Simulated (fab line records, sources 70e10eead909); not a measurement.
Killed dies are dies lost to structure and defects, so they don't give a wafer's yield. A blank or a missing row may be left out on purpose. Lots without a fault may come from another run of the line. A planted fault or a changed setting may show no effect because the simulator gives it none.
Chamber matching | flow nand_harc | NHARC_P_CONTACT_ETCH_35 on rie_diel-12: 4 sister chambers
The step etches the open film in CF4, target depth 39 nm, time 65 s. 22 wafers are shown with their chamber, then 11 later ones without.

WAFERS WITH THEIR CHAMBER
wafer  | chamber | showerhead_plenum_p_Torr (Torr) | drypump_motor_current_A (A) | rf_vpp_V (V)
L077.1 | 0       | 1.73                            | 5.9                         | 151.2
L077.4 | 2       | 1.85                            | 5.9                         | 153.0
L077.5 | 2       | 1.85                            | 5.9                         | 151.8
L078.1 | 1       | 1.87                            | 5.8                         | 153.0
L078.3 | 2       | 1.85                            | 5.9                         | 151.8
L078.5 | 0       | 1.73                            | 5.9                         | 150.8
L081.1 | 0       | 1.73                            | 5.9                         | 152.3
L081.4 | 2       | 1.85                            | 5.9                         | 152.6
L081.6 | 2       | 1.85                            | 5.8                         | 153.0
L083.2 | 3       | 1.79                            | 5.6                         | 152.0
L083.3 | 1       | 1.87                            | 5.8                         | 154.2
L083.4 | 0       | 1.73                            | 6.0                         | 150.6
L085.3 | 2       | 1.85                            | 5.9                         | 152.2
L085.4 | 3       | 1.79                            | 5.6                         | 151.0
L085.5 | 3       | 1.79                            | 5.6                         | 150.3
L087.1 | 2       | 1.84                            | 5.9                         | 153.8
L087.5 | 0       | 1.73                            | 5.9                         | 152.7
L087.6 | 3       | 1.79                            | 5.6                         | 152.4
L088.1 | 2       | 1.84                            | 5.9                         | 151.6
L088.4 | 3       | 1.79                            | 5.6                         | 151.0
L088.6 | 2       | 1.84                            | 5.9                         | 153.1
L089.2 | 0       | 1.73                            | 5.9                         | 149.5

SIGNATURES (means of the wafers above)
reading                  | chamber 0 | chamber 1 | chamber 2 | chamber 3 | scatter within a chamber
showerhead_plenum_p_Torr | 1.7300    | 1.8700    | 1.8467    | 1.7900    | 0.00333
drypump_motor_current_A  | 5.917     | 5.800     | 5.889     | 5.600     | 0.0309
rf_vpp_V                 | 151.183   | 153.600   | 152.544   | 151.340   | 0.909
Rule: a wafer's distance from a chamber is the root of the sum, over the readings, of the square of ((its reading less the chamber's mean) divided by the reading's scatter). The wafer belongs to the nearest chamber; if the next one is less than 2 further off, it can't be placed. The scatter: the root of (the sum of the squares of (reading less its chamber's mean) over the shown wafers, divided by (wafers less chambers)).

WAFERS WITHOUT THEIR CHAMBER
wafer  | showerhead_plenum_p_Torr (Torr) | drypump_motor_current_A (A) | rf_vpp_V (V)
L089.5 | 1.84                            | 5.8                         | 152.2
L089.6 | 1.73                            | 5.9                         | 150.4
L090.1 | 1.87                            | 5.8                         | 152.0
L090.4 | 1.73                            | 5.9                         | 151.0
L090.5 | 1.73                            | 5.9                         | 150.7
L093.2 | 1.79                            | 5.6                         | 151.0
L093.4 | 1.73                            | 6.0                         | 151.8
L093.6 | 1.84                            | 5.9                         | 153.0
L094.1 | 1.87                            | 5.8                         | 152.0
L094.4 | 1.84                            | 5.9                         | 153.4
L094.6 | 1.87                            | 5.8                         | 152.7

WHICH CHAMBER EACH WENT THROUGH
wafer  | from the rows above | in truth
L089.5 | 2                   | 2
L089.6 | 0                   | 0
L090.1 | 1                   | 1
L090.4 | 0                   | 0
L090.5 | 0                   | 0
L093.2 | 3                   | 3
L093.4 | 0                   | 0
L093.6 | 2                   | 2
L094.1 | 1                   | 1
L094.4 | 2                   | 2
L094.6 | 1                   | 1
Placed correctly: 11 of 11. Can't be placed from these rows: 0. Placed wrongly: 0.
